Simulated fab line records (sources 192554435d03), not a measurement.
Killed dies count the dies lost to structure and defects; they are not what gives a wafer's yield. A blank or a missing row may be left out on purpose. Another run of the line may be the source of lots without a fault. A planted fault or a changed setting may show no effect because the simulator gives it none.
Chamber matching / flow n5_finfet / N5_BEOL_M3_ALD_84 on ald_metal-04: 4 sister chambers
The step deposits TaN, pulse time 2 s, purge time 3 s, co reactant purge time 2 s. 8 wafers are shown with their chamber, then 12 later ones without.

== WAFERS PAIRED WITH THEIR CHAMBERS ==
wafer=L075.5; chamber=0; heater_power_w (W)=429; mfc_carrier_sccm (sccm)=1498
wafer=L085.1; chamber=2; heater_power_w (W)=492; mfc_carrier_sccm (sccm)=1501
wafer=L085.3; chamber=0; heater_power_w (W)=418; mfc_carrier_sccm (sccm)=1501
wafer=L086.4; chamber=1; heater_power_w (W)=456; mfc_carrier_sccm (sccm)=1505
wafer=L086.5; chamber=3; heater_power_w (W)=493; mfc_carrier_sccm (sccm)=1504
wafer=L088.3; chamber=3; heater_power_w (W)=488; mfc_carrier_sccm (sccm)=1502
wafer=L088.5; chamber=1; heater_power_w (W)=448; mfc_carrier_sccm (sccm)=1502
wafer=L088.6; chamber=2; heater_power_w (W)=503; mfc_carrier_sccm (sccm)=1498

== WAFERS WITH NO CHAMBER GIVEN ==
wafer=L089.1; heater_power_w (W)=493; mfc_carrier_sccm (sccm)=1499
wafer=L089.2; heater_power_w (W)=450; mfc_carrier_sccm (sccm)=1504
wafer=L089.3; heater_power_w (W)=415; mfc_carrier_sccm (sccm)=1500
wafer=L091.1; heater_power_w (W)=413; mfc_carrier_sccm (sccm)=1499
wafer=L091.2; heater_power_w (W)=439; mfc_carrier_sccm (sccm)=1493
wafer=L091.4; heater_power_w (W)=493; mfc_carrier_sccm (sccm)=1494
wafer=L092.1; heater_power_w (W)=498; mfc_carrier_sccm (sccm)=1503
wafer=L092.2; heater_power_w (W)=483; mfc_carrier_sccm (sccm)=1490
wafer=L092.3; heater_power_w (W)=446; mfc_carrier_sccm (sccm)=1500
wafer=L097.3; heater_power_w (W)=447; mfc_carrier_sccm (sccm)=1505
wafer=L097.5; heater_power_w (W)=497; mfc_carrier_sccm (sccm)=1498
wafer=L097.6; heater_power_w (W)=491; mfc_carrier_sccm (sccm)=1497

== CHAMBER TAKEN BY EACH ==
wafer=L089.1; from the rows above=can't be placed: 2 or 3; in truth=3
wafer=L089.2; from the rows above=1; in truth=1
wafer=L089.3; from the rows above=0; in truth=0
wafer=L091.1; from the rows above=0; in truth=0
wafer=L091.2; from the rows above=can't be placed: 0 or 1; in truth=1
wafer=L091.4; from the rows above=can't be placed: 2 or 3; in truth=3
wafer=L092.1; from the rows above=can't be placed: 3 or 2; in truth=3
wafer=L092.2; from the rows above=can't be placed: 2 or 3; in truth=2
wafer=L092.3; from the rows above=can't be placed: 1 or 0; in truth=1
wafer=L097.3; from the rows above=1; in truth=1
wafer=L097.5; from the rows above=can't be placed: 2 or 3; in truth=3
wafer=L097.6; from the rows above=can't be placed: 2 or 3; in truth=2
Placed correctly: 4 of 12. From these rows, 8 cannot be placed; in 8 the true chamber is one of the candidates. Number placed wrongly: 0.
How it was worked out, from the rows above alone: a wafer's distance from a chamber is the root of the sum, over the readings, of the square of ((its reading less the chamber's mean) divided by the reading's scatter). The wafer belongs to the nearest chamber; if the next one is less than 2 further off, it can't be placed. For every chamber, the mean is computed from those of its wafers that are shown. The scatter is the square root of a quotient: the sum, over the shown wafers, of each reading's squared deviation from its chamber's mean, divided by wafers minus chambers.
